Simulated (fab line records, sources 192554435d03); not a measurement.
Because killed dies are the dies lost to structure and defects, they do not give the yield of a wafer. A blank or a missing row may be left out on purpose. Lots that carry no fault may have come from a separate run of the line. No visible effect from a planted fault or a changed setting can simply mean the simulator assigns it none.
fab line records ; flow n5-finfet
record lots=7; wafers=21; last-day=18
route steps=1938 shown BEOL_M2@861 BEOL_M4@1111 PASSIVATION@1936
lots untouched by any fault: they come from a run of this same line in which no faults occurred
start-h: start of the lot's first displayed wafer, in hours after the record's first day ; wait-h: hours from the lot's prior step to this one ; " same as the row above ; L1.1+2: a single row standing in for several wafers ; - no value present, or no start provided ; * or withheld: withheld ; < > ~ a bound
route shown NAME@n: NAME is a module with steps in the file, n the number in the route of the first one ; usual: mean and standard deviation over wafers with no fault ; same: alike in all rows ; chamber/n: place in a boat ; sites: readings site by site ; _std_site: how widely they spread, as a standard deviation ; _edge_site: mean of outer sites minus mean of inner sites ; radius-mm: for every site, how far away it sits from the centre of the wafer ; mask NAME#n: copy n ; behind: tool/chamber where the wafer was last shaped ; hold: the reason the lot was held/the length of the hold in hours/how it ended ; device: names the non-switching transistor (n, p or np) ; end of line: tests run on the same wafers once the route is complete ; a step with no rows: only its recipe ; killed: not the wafer's yield, but the dies lost to structure and defects at the first sort ; map: per-die view of a wafer (x killed, . not killed, _ where there is no die)
set.NAME: the setting the step ran with; set.NAME@STEP: the setting that earlier step ran with ; model.NAME: the simulator's own value behind a step, which no gauge read
lots at some steps of the route; a table a step, a row a wafer
services: a tool's chamber out of use, with start hour (start-h, from the record's first day; less than 0 if before it), hours out, and reason
## steps
# step N5_BEOL_M2_STRIP_65
# recipe chemistry=N2/H2; temp-c=40; n2-flow-sccm=200; h2-flow-sccm=200; rf-frequency-hz=6e+07
# step N5_BEOL_M2_STRIP_75
# recipe chemistry=N2/H2; temp-c=40; n2-flow-sccm=200; h2-flow-sccm=200; rf-frequency-hz=6e+07
# step N5_BEOL_M2_STRIP_66
# recipe chemistry=CF4; resist=SiARC; power-w=300; bias-power-w=75; pressure-mtorr=50; cf4-flow-sccm=150; rf-frequency-hz=6e+07
# usual drypump-motor-current-A=5.6/0.49; oes-product-au=0.79/0.083; rf-vpp-V=271.6/1.7; showerhead-plenum-p-Torr=1.82/0.066; throttle-valve-pct=13.57/0.22
lot.wafer;tool;chamber;start-h;wait-h;drypump-motor-current-A;oes-product-au;rf-hours-counter-h;rf-vpp-V;showerhead-plenum-p-Torr;throttle-valve-pct
L195.1;rie-diel-05;0;167.55;0.0;6.4;0.75;159;269.4;1.71;13.55
L195.2;rie-diel-05;3;167.55;0.0;5.5;0.69;219;272.2;1.85;14.01
L195.5;rie-diel-05;3;167.55;0.0;5.5;0.69;-;272.6;1.85;14.02
L196.1;rie-diel-06;2;176.99;0.0;4.9;0.69;237;271.1;1.78;13.49
L196.2;rie-diel-06;1;176.99;0.0;5.8;0.77;140;268.3;1.73;13.64
L196.6;rie-diel-06;2;176.99;0.0;4.9;0.69;-;270.5;1.78;13.51
L200.1;rie-diel-06;3;201.33;0.0;6.0;0.77;128;271.9;1.87;13.65
L200.3;rie-diel-06;2;201.33;0.0;4.9;0.68;246;270.7;1.78;13.50
L200.5;rie-diel-06;0;201.33;0.0;5.8;0.88;-;273.7;1.92;13.61
L203.4;rie-diel-04;3;230.19;0.0;5.8;0.74;-;268.8;1.73;13.86
L203.5;rie-diel-04;0;230.19;0.0;4.8;0.80;-;271.3;1.81;13.36
L203.6;rie-diel-04;1;230.19;0.0;5.9;0.72;-;271.3;1.85;13.45
L202.1;rie-diel-05;1;234.82;0.0;5.1;0.92;16;271.8;1.82;13.43
L202.2;rie-diel-05;2;234.82;0.0;5.2;0.90;26;274.4;1.91;13.23
L202.5;rie-diel-05;3;234.82;0.0;5.5;0.67;-;272.2;1.84;14.06
L204.2;rie-diel-05;3;240.17;0.0;5.5;0.67;250;271.7;1.84;14.07
L204.3;rie-diel-05;1;240.17;0.0;5.1;0.91;18;272.0;1.82;13.43
L204.5;rie-diel-05;1;240.17;0.0;5.2;0.91;-;271.8;1.82;13.45
L209.2;rie-diel-06;1;260.92;0.0;5.8;0.74;169;269.2;1.73;13.71
L209.4;rie-diel-06;2;260.92;0.0;5.0;0.95;11;269.8;1.78;12.98
L209.6;rie-diel-06;0;260.92;0.0;5.8;0.84;-;272.9;1.91;13.68
# step N5_BEOL_M2_HM_OPEN_17
# recipe chemistry=Cl2/BCl3; target-depth-a=200; overetch-a=60; target=TiN; mask-material=SOC; ion-energy-ev=150; pressure-mtorr=10; icp-w=1000; bias-w=126; Cl2_flow_sccm=53.25; bcl3-flow-sccm=21.75; Ar_flow_sccm=25
# usual bias-w=126.0/0.39; drypump-motor-current-A=5.4/0.33; he-backside-leak-sccm=3.33/0.27; oes_ar_750_au=0.77/0.091; oes-product-au=0.67/0.078; throttle-valve-pct=22.25/0.26
lot.wafer;tool;chamber;start-h;wait-h;bias-w;drypump-motor-current-A;he-backside-leak-sccm;oes_ar_750_au;oes-product-au;rf-hours-counter-h;throttle-valve-pct
L195.1;rie-metal-01;0;167.59;0.0;126.4;5.1;3.24;0.79;0.70;31;22.19
L195.2;rie-metal-01;1;167.59;0.0;125.6;6.0;3.19;0.67;0.59;84;22.74
L195.5;rie-metal-01;0;167.59;0.0;126.3;5.1;3.21;0.79;0.70;-;22.17
L196.1;rie-metal-02;1;177.03;0.0;126.0;5.1;3.67;0.64;0.54;115;22.43
L196.2;rie-metal-02;0;177.03;0.0;125.7;5.2;3.34;0.91;0.78;7;21.94
L196.6;rie-metal-02;0;177.03;0.0;125.4;5.2;3.34;0.91;0.78;-;21.94
L200.1;rie-metal-01;0;201.37;0.0;125.7;5.1;3.12;0.78;0.68;34;22.21
L200.3;rie-metal-01;0;201.37;0.0;125.4;5.1;3.13;0.78;0.68;-;22.20
L200.5;rie-metal-01;1;201.37;0.0;125.8;6.0;3.13;0.66;0.58;-;22.76
L203.4;rie-metal-03;1;230.25;0.1;125.8;5.7;3.16;0.82;0.70;-;22.39
L203.5;rie-metal-03;0;230.25;0.1;126.5;5.1;3.29;0.68;0.59;-;22.22
L203.6;rie-metal-03;1;230.25;0.1;125.5;5.7;3.13;0.82;0.70;-;22.37
L202.1;rie-metal-02;0;234.86;0.0;126.1;5.2;3.41;0.88;0.76;13;21.95
L202.2;rie-metal-02;0;234.86;0.0;126.3;5.2;3.29;0.88;0.75;-;21.92
L202.5;rie-metal-02;0;234.86;0.0;126.3;5.2;3.47;0.88;0.75;-;21.95
L204.2;rie-metal-01;1;240.22;0.0;125.8;6.0;3.01;0.67;0.58;91;22.75
L204.3;rie-metal-01;0;240.22;0.0;126.0;5.1;3.16;0.78;0.67;-;22.20
L204.5;rie-metal-01;1;240.22;0.0;125.8;6.0;3.16;0.66;0.57;-;22.76
L209.2;rie-metal-01;1;260.96;0.0;125.7;6.0;3.11;0.66;0.58;94;22.77
L209.4;rie-metal-01;0;260.96;0.0;125.8;5.1;3.33;0.77;0.67;-;22.20
L209.6;rie-metal-01;1;260.96;0.0;125.3;6.0;3.17;0.65;0.58;-;22.75
# step N5_BEOL_M2_STRIP_19
# recipe chemistry=O2; power-w=400; temp-c=40; pressure-mtorr=30; rf-frequency-hz=6e+07; bias-power-w=0; overash-fraction=0.2; o2-flow-sccm=225
# usual drypump-motor-current-A=5.6/0.48; oes-product-au=0.79/0.085; rf-vpp-V=3.6/0.43; showerhead-plenum-p-Torr=2.12/0.078; throttle-valve-pct=16.65/0.25
lot.wafer;tool;chamber;start-h;wait-h;drypump-motor-current-A;oes-product-au;rf-hours-counter-h;rf-vpp-V;showerhead-plenum-p-Torr;throttle-valve-pct
L195.1;rie-diel-04;0;167.70;0.1;4.8;0.84;72;3.4;2.11;16.38
L195.2;rie-diel-04;3;167.70;0.1;5.8;0.76;149;3.5;2.01;16.83
L195.5;rie-diel-04;0;167.70;0.1;4.8;0.84;-;3.5;2.11;16.37
L196.1;rie-diel-05;3;177.18;0.1;5.6;0.68;222;4.0;2.16;17.07
L196.2;rie-diel-05;0;177.18;0.1;6.4;0.75;161;2.8;2.00;16.63
L196.6;rie-diel-05;0;177.18;0.1;6.4;0.75;-;4.7;2.00;16.63
L200.1;rie-diel-06;3;201.52;0.1;6.0;0.77;128;3.9;2.22;16.89
L200.3;rie-diel-06;0;201.52;0.1;5.8;0.91;34;3.5;2.22;16.58
L200.5;rie-diel-06;3;201.52;0.1;6.0;0.77;-;3.4;2.22;16.92
L203.4;rie-diel-04;1;230.35;0.1;5.9;0.71;-;4.0;2.16;16.46
L203.5;rie-diel-04;0;230.35;0.1;4.8;0.81;-;3.4;2.10;16.42
L203.6;rie-diel-04;3;230.35;0.1;5.8;0.75;-;3.4;2.00;16.86
L202.1;rie-diel-04;1;235.09;0.2;5.9;0.71;196;3.5;2.16;16.45
L202.2;rie-diel-04;0;235.09;0.2;4.8;0.80;99;3.8;2.10;16.42
L202.5;rie-diel-04;3;235.09;0.2;5.8;0.75;-;4.3;2.00;16.87
L204.2;rie-diel-04;0;240.35;0.1;4.7;0.80;101;4.1;2.10;16.43
L204.3;rie-diel-04;3;240.35;0.1;5.7;0.75;179;2.6;2.00;16.88
L204.5;rie-diel-04;3;240.35;0.1;5.7;0.74;-;4.0;2.00;16.88
L209.2;rie-diel-04;0;261.07;0.1;4.8;0.80;108;3.4;2.10;16.44
L209.4;rie-diel-04;3;261.07;0.1;5.8;0.74;186;4.2;1.99;16.88
L209.6;rie-diel-04;3;261.07;0.1;5.8;0.74;-;2.9;1.99;16.90
# step N5_BEOL_M2_CD_MEAS_18
# recipe pitch-nm=36; target-cd-nm=18
# usual cd-nm=17.9/0.34
lot.wafer;tool;chamber;start-h;wait-h;cd-nm
L195.1;cd-sem-01;-;167.77;0.0;17.7
L195.2;cd-sem-01;-;167.77;0.0;18.2
L195.5;cd-sem-01;-;167.77;0.0;18.1
L196.1;cd-sem-02;-;177.25;0.0;17.3
L196.2;cd-sem-02;-;177.25;0.0;17.4
L196.6;cd-sem-02;-;177.25;0.0;17.1
L200.1;cd-sem-02;-;201.59;0.0;18.5
L200.3;cd-sem-02;-;201.59;0.0;17.9
L200.5;cd-sem-02;-;201.59;0.0;18.1
L203.4;cd-sem-01;-;230.40;0.0;18.1
L203.5;cd-sem-01;-;230.40;0.0;17.7
L203.6;cd-sem-01;-;230.40;0.0;17.9
L202.1;cd-sem-01;-;235.16;0.0;17.4
L202.2;cd-sem-01;-;235.16;0.0;17.5
L202.5;cd-sem-01;-;235.16;0.0;17.4
L204.2;cd-sem-01;-;240.43;0.1;18.0
L204.3;cd-sem-01;-;240.43;0.1;18.5
L204.5;cd-sem-01;-;240.43;0.1;18.1
L209.2;cd-sem-01;-;261.15;0.1;18.0
L209.4;cd-sem-01;-;261.15;0.1;17.9
L209.6;cd-sem-01;-;261.15;0.1;18.2
# step N5_BEOL_M2_COAT_67
# recipe resist=SOC; temp-c=250; time-s=60; spin-rpm=1500; resist-thk-nm=60
# step N5_BEOL_M2_COAT_68
# recipe resist=SiARC; temp-c=220; time-s=60; spin-rpm=1500; resist-thk-nm=12
# step N5_BEOL_M2_COAT_76
# recipe resist=underlayer; temp-c=205; time-s=60; spin-rpm=1500; resist-thk-nm=5
# step N5_BEOL_M2_COAT_22
# recipe resist=CAR-EUV; spin-rpm=1500; resist-thk-nm=30
# step N5_BEOL_M2_EBR_24
# recipe solvent=PGMEA; ebr-width-mm=1.5
# step N5_BEOL_M2_SOFTBAKE_23
# recipe temp-c=110; time-s=60; resist=CAR-EUV
# step N5_BEOL_M2_EXPOSE_25
# recipe mask-id=V1; na=0.33; source-shape=quasar; sigma-inner=0.2; sigma-outer=0.8; polarization=unpolarized; defocus-nm=5; dose-mj=63
# usual exposure-dose-mJ-cm2=62.81/0.084; reticle-temp-C=22.99/0.1
lot.wafer;tool;chamber;start-h;wait-h;mask;exposure-dose-mJ-cm2;reticle-temp-C
L195.1;euv-scanner-02;0;168.07;-;V1#0;62.78;22.96
L195.2;euv-scanner-02;0;168.07;-;V1#0;62.79;22.89
L195.5;euv-scanner-02;0;168.07;-;V1#0;62.79;23.07
L196.1;euv-scanner-02;0;177.43;-;V1#0;62.81;23.00
L196.2;euv-scanner-02;0;177.43;-;V1#0;62.81;23.19
L196.6;euv-scanner-02;0;177.43;-;V1#0;62.77;23.04
L200.1;euv-scanner-02;0;201.76;-;V1#0;55.17;22.85
L200.3;euv-scanner-02;0;201.76;-;V1#0;55.10;22.93
L200.5;euv-scanner-02;0;201.76;-;V1#0;55.11;22.89
L203.4;euv-scanner-02;0;230.60;-;V1#0;56.58;22.91
L203.5;euv-scanner-02;0;230.60;-;V1#0;56.60;22.91
L203.6;euv-scanner-02;0;230.60;-;V1#0;56.53;22.92
L202.1;euv-scanner-02;0;235.34;-;V1#0;57.88;22.84
L202.2;euv-scanner-02;0;235.34;-;V1#0;57.73;22.73
L202.5;euv-scanner-02;0;235.34;-;V1#0;57.87;22.90
L204.2;euv-scanner-01;0;240.73;-;V1#0;62.99;23.13
L204.3;euv-scanner-01;0;240.73;-;V1#0;63.02;23.05
L204.5;euv-scanner-01;0;240.73;-;V1#0;62.98;23.18
L209.2;euv-scanner-01;0;261.51;-;V1#0;62.83;22.91
L209.4;euv-scanner-01;0;261.51;-;V1#0;62.92;22.99
L209.6;euv-scanner-01;0;261.51;-;V1#0;62.96;22.91
# step N5_BEOL_M2_PEB_26
# recipe peb-temp-c=100; peb-time-s=60; resist=CAR-EUV
# step N5_BEOL_M2_DEVELOP_27
# recipe develop-time-s=30; developer=TMAH; resist=CAR-EUV; rinse-liquid=surfactant-rinse; dry=air-spin; dev-temp-c=23
# step N5_BEOL_M2_CD_MEAS_28
# recipe target-cd-nm=26.2; landing-energy-ev=500; detector=se-inlens; target-cd-y-nm=24.1; polarity=opening
# usual cd-nm=26.12/0.23
lot.wafer;tool;chamber;start-h;wait-h;cd-nm
L195.1;cd-sem-02;0;168.22;-;26.17
L195.2;cd-sem-02;0;168.22;-;26.12
L195.5;cd-sem-02;0;168.22;-;25.91
L196.1;cd-sem-03;0;177.57;-;26.24
L196.2;cd-sem-03;0;177.57;-;26.24
L196.6;cd-sem-03;0;177.57;-;26.54
L200.1;cd-sem-03;0;201.91;-;23.34
L200.3;cd-sem-03;0;201.91;-;23.73
L200.5;cd-sem-03;0;201.91;-;23.75
L203.4;cd-sem-03;0;230.72;-;24.35
L203.5;cd-sem-03;0;230.72;-;24.42
L203.6;cd-sem-03;0;230.72;-;24.62
L202.1;cd-sem-03;0;235.48;-;24.56
L202.2;cd-sem-03;0;235.48;-;24.69
L202.5;cd-sem-03;0;235.48;-;24.33
L204.2;cd-sem-02;0;240.87;-;26.29
L204.3;cd-sem-02;0;240.87;-;26.53
L204.5;cd-sem-02;0;240.87;-;26.10
L209.2;cd-sem-01;0;261.65;-;25.98
L209.4;cd-sem-01;0;261.65;-;26.00
L209.6;cd-sem-01;0;261.65;-;26.31
# step N5_BEOL_M2_OVL_MEAS_29
# recipe points-per-wafer=522
# usual V1_OVL=0.1/0.68
lot.wafer;tool;chamber;start-h;wait-h;V1_OVL[nm]
L195.1;overlay-01;0;168.25;0.0;0.6
L195.2;overlay-01;0;168.25;0.0;0.9
L195.5;overlay-01;0;168.25;0.0;0.9
L196.1;overlay-01;0;177.60;0.0;0.3
L196.2;overlay-01;0;177.60;0.0;-0.4
L196.6;overlay-01;0;177.60;0.0;0.3
L200.1;overlay-02;0;201.94;0.0;-0.3
L200.3;overlay-02;0;201.94;0.0;-0.1
L200.5;overlay-02;0;201.94;0.0;-0.3
L203.4;overlay-01;0;230.77;0.0;-0.4
L203.5;overlay-01;0;230.77;0.0;0.5
L203.6;overlay-01;0;230.77;0.0;0.5
L202.1;overlay-01;0;235.51;0.0;0.3
L202.2;overlay-01;0;235.51;0.0;-1.1
L202.5;overlay-01;0;235.51;0.0;-0.9
L204.2;overlay-01;0;240.90;0.0;0.6
L204.3;overlay-01;0;240.90;0.0;1.4
L204.5;overlay-01;0;240.90;0.0;0.8
L209.2;overlay-01;0;261.68;0.0;1.6
L209.4;overlay-01;0;261.68;0.0;1.0
L209.6;overlay-01;0;261.68;0.0;0.9
# step N5_BEOL_M4_RC_MEAS_101
# usual DIBL_N=37.2/2.1; DIBL_P=37.3/2.3; IOFF_N=0.18/0.041; IOFF_P=0.24/0.042; ION_N=680/13; ION_P=466/7.7; SS_N=71.8/0.68; SS_P=73.5/0.66; VT_N=249/3.6; VT_P=-248/3.4
lot.wafer;tool;chamber;start-h;wait-h;DIBL_N[mV/V];DIBL_P[mV/V];IOFF_N[nA/um];IOFF_P[nA/um];ION_N[uA/um];ION_P[uA/um];SS_N[mV/dec];SS_P[mV/dec];VT_N[mV];VT_P[mV]
L195.1;prober-02;0;204.82;0.0;38.8;39.1;0.24;0.31;688;481;72.7;74.5;241;-241
L195.2;prober-02;0;204.82;0.0;36.3;36.9;0.18;0.26;681;472;71.4;73.7;246;-245
L195.5;prober-02;0;204.82;0.0;36.4;35.6;0.18;0.24;674;469;72.4;73.9;248;-246
L196.1;prober-02;0;209.74;0.0;36.1;36.5;0.16;0.23;678;471;71.5;74.3;248;-249
L196.2;prober-02;0;209.74;0.0;36.8;37.5;0.18;0.24;685;473;72.6;73.9;249;-247
L196.6;prober-02;0;209.74;0.0;32.6;32.1;0.10;0.16;655;458;70.3;73.3;258;-253
L202.1;prober-01;0;261.95;0.2;41.1;41.6;0.26;0.31;694;466;72.6;74.0;240;-247
L202.2;prober-01;0;261.95;0.2;41.0;41.4;0.24;0.31;696;473;72.6;75.2;244;-246
L202.5;prober-01;0;261.95;0.2;39.7;39.4;0.22;0.27;696;471;72.9;74.5;244;-249
L204.2;prober-01;0;269.08;0.2;40.9;40.6;0.24;0.29;691;467;72.1;74.9;246;-245
L204.3;prober-01;0;269.08;0.2;40.5;40.3;0.23;0.29;693;465;72.2;74.2;245;-243
L204.5;prober-01;0;269.08;0.2;39.7;39.7;0.21;0.26;678;462;72.4;73.8;249;-246
L209.2;prober-01;0;308.52;0.6;38.6;38.9;0.16;0.22;668;455;71.4;73.9;253;-252
L209.4;prober-01;0;308.52;0.6;35.9;35.5;0.12;0.19;665;464;71.0;72.7;252;-254
L209.6;prober-01;0;308.52;0.6;35.9;35.1;0.13;0.18;668;458;70.6;73.4;256;-254
# step N5_PASSIVATION_PROBE_49
# usual defect-limited-yield=91.0/1.6; killed_at_M0_to_M3=35/11; killed_at_M4_up=14/5.3; killed-at-contacts=13/6.7; killed-at-front-end=41/12; killed-at-other=3.9/2.7; killed-dies=106/19; killed-open=70/14; killed-short=35/8.8; sort_bin_5_function=5.3/1; sort_bin_6_memory=3.3/0.81; sort-n-pass=1073/19; sort-yield-pct=91.0/1.6
# same gross-dies=1180; killed-at-back-side=0; sort_bin_4_leakage[%]=0; sort_bin_8_speed[%]=0
lot.wafer;tool;chamber;start-h;wait-h;defect-limited-yield[%];killed_at_M0_to_M3;killed_at_M4_up;killed-at-contacts;killed-at-front-end;killed-at-other;killed-dies;killed-open;killed-short;sort_bin_5_function[%];sort_bin_6_memory[%];sort-n-pass;sort-yield-pct[%]
L200.1;prober-01;-;339.96;0.0;0.3;1122;15;0;36;4;1177;67;27;70.0;5.1;3;0.3
L200.3;prober-01;-;340.06;0.1;0.3;1114;12;6;41;4;1177;85;35;69.0;4.3;3;0.3
L200.5;prober-01;-;340.16;0.2;0.3;1135;13;6;20;2;1176;39;19;71.4;3.7;4;0.3
L203.4;prober-02;-;358.52;0.2;33.1;713;23;16;34;3;789;67;40;42.7;19.0;391;33.1
L203.5;prober-02;-;358.57;0.2;33.6;695;17;16;55;1;784;82;37;41.4;19.3;396;33.6
L203.6;prober-02;-;358.62;0.3;30.8;751;13;11;41;1;817;66;38;43.6;20.0;363;30.8
# killed by level:class
L200.1 BEOL_M2:area-expose=1081 FIN_SAQP:geometric-particle:open=17 BEOL_M3:geometric-particle:open=10 BEOL_M0_SAQP:geometric-particle:short=9 BEOL_M0_SAQP:geometric-particle:open=8 BEOL_M4:geometric-particle:open=7 BEOL_M2:geometric-particle:open=5 GATE_CUT:geometric-particle:short=4
L200.3 BEOL_M2:area-expose=1056 FIN_SAQP:geometric-particle:open=20 BEOL_M0_SAQP:geometric-particle:open=20 BEOL_M0_SAQP:geometric-particle:short=16 BEOL_M1:geometric-particle:open=7 BEOL_M3:geometric-particle:open=6 MOL_CONTACT_COAG:geometric-particle:open=5 FIN_SAQP:geometric-particle:short=4
L200.5 BEOL_M2:area-expose=1116 BEOL_M2:geometric-particle:open=5 BEOL_M3:geometric-particle:open=5 MOL_CONTACT_COAG:geometric-particle:open=4 BEOL_M4:geometric-particle:open=4 FIN_SAQP:geometric-particle:short=3 FIN_SAQP:geometric-particle:open=3 STI_FIN_REVEAL:geometric-particle:open=3
L203.4 BEOL_M2:area-expose=681 FIN_SAQP:geometric-particle:short=11 BEOL_M4:geometric-particle:open=11 MOL_CONTACT_COAG:geometric-particle:open=10 BEOL_M0_SAQP:geometric-particle:open=9 FIN_SAQP:geometric-particle:open=7 BEOL_M0:geometric-particle:open=7 MOL_CONTACT_COAG:geometric-particle:short=6
L203.5 BEOL_M2:area-expose=665 FIN_SAQP:geometric-particle:open=19 FIN_SAQP:geometric-particle:short=13 MOL_CONTACT_COAG:geometric-particle:open=13 STI_FIN_REVEAL:geometric-particle:open=10 BEOL_M0_SAQP:geometric-particle:short=9 BEOL_M4:geometric-particle:open=8 BEOL_M3:geometric-particle:open=6
L203.6 BEOL_M2:area-expose=713 FIN_SAQP:geometric-particle:open=11 BEOL_M4:geometric-particle:open=9 MOL_CONTACT_COAG:geometric-particle:open=9 BEOL_M3:geometric-particle:open=9 FIN_SAQP:geometric-particle:short=8 BEOL_M0_SAQP:geometric-particle:open=7 BEOL_M0_SAQP:geometric-particle:short=7
## services
tool;chamber;start-h;hours;kind
rie-diel-05;0;147.50;7.9;repair
euv-scanner-02;-;148.96;1.0;pm
rie-diel-04;2;158.73;9.8;repair
euv-scanner-01;-;171.63;1.0;pm
euv-scanner-01;-;179.16;4.6;pm
rie-diel-05;1;182.10;-;clean
rie-diel-05;1;182.10;-;consumable-replace:focus-ring
rie-diel-05;1;182.10;14.4;scheduled-down
rie-diel-05;1;182.10;14.4;vent-cycle
euv-scanner-01;-;186.58;5.8;pm
rie-diel-05;2;186.93;18.4;repair
rie-diel-06;1;194.90;14.0;repair
euv-scanner-02;-;205.11;1.0;pm
euv-scanner-02;-;206.23;4.6;pm
rie-diel-06;2;211.29;-;clean
rie-diel-06;2;211.29;-;consumable-replace:focus-ring
rie-diel-06;2;211.29;18.5;scheduled-down
rie-diel-06;2;211.29;18.5;vent-cycle
euv-scanner-02;-;215.37;5.8;pm
rie-diel-04;2;221.50;5.6;repair
rie-diel-04;2;227.60;7.5;repair
euv-scanner-01;-;227.78;1.0;pm
rie-diel-04;-;246.59;4.3;pm
euv-scanner-02;-;261.29;1.0;pm
## key
first-sign step=N5_BEOL_M2_EXPOSE_25; reading=exposure-dose-mJ-cm2; direction=down; sigmas=75; usual=62.81; struck=56.51
effect step=N5_BEOL_M2_CD_MEAS_28; reading=cd-nm; direction=down; sigmas=8.4; usual=26.12; struck=24.20; through=control-loop
effect step=N5_PASSIVATION_PROBE_49; reading=killed_at_M0_to_M3; direction=up; sigmas=78; usual=35; struck=922
more-kills-born-at N5_BEOL_M2_EXPOSE_25@euv-scanner-02=5311
met-at N5_BEOL_M2_EXPOSE_25
struck-wafers L200.1,L200.3,L200.5,L202.1,L202.2,L202.5,L203.4,L203.5,L203.6
rows-end L202.1,L202.2,L202.5
later-rows-left-out L200.1,L200.3,L200.5,L203.4,L203.5,L203.6
loop-trim step=N5_BEOL_M2_EXPOSE_25; setting=dose; lots=L202,L203
onset-between 177.43 201.76
fault kind=process-parameter-drift; tool=euv-scanner-02; chamber=-; onset-h=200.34; steps=N5_BEOL_M2_EXPOSE_25; channel=dose-mj; offset=-7.6882; shape=step; acts-in=these-recipes-only; stated=63
# later-rows-left-out: the simulator's readings of these wafers behind a module that went badly wrong aren't trusted and aren't shown, but for the sort
# rows-end: these wafers met a further fault down the route, and their rows from its step on are left out
# loop-trim: a control loop set the setting to another value than it would have without faults
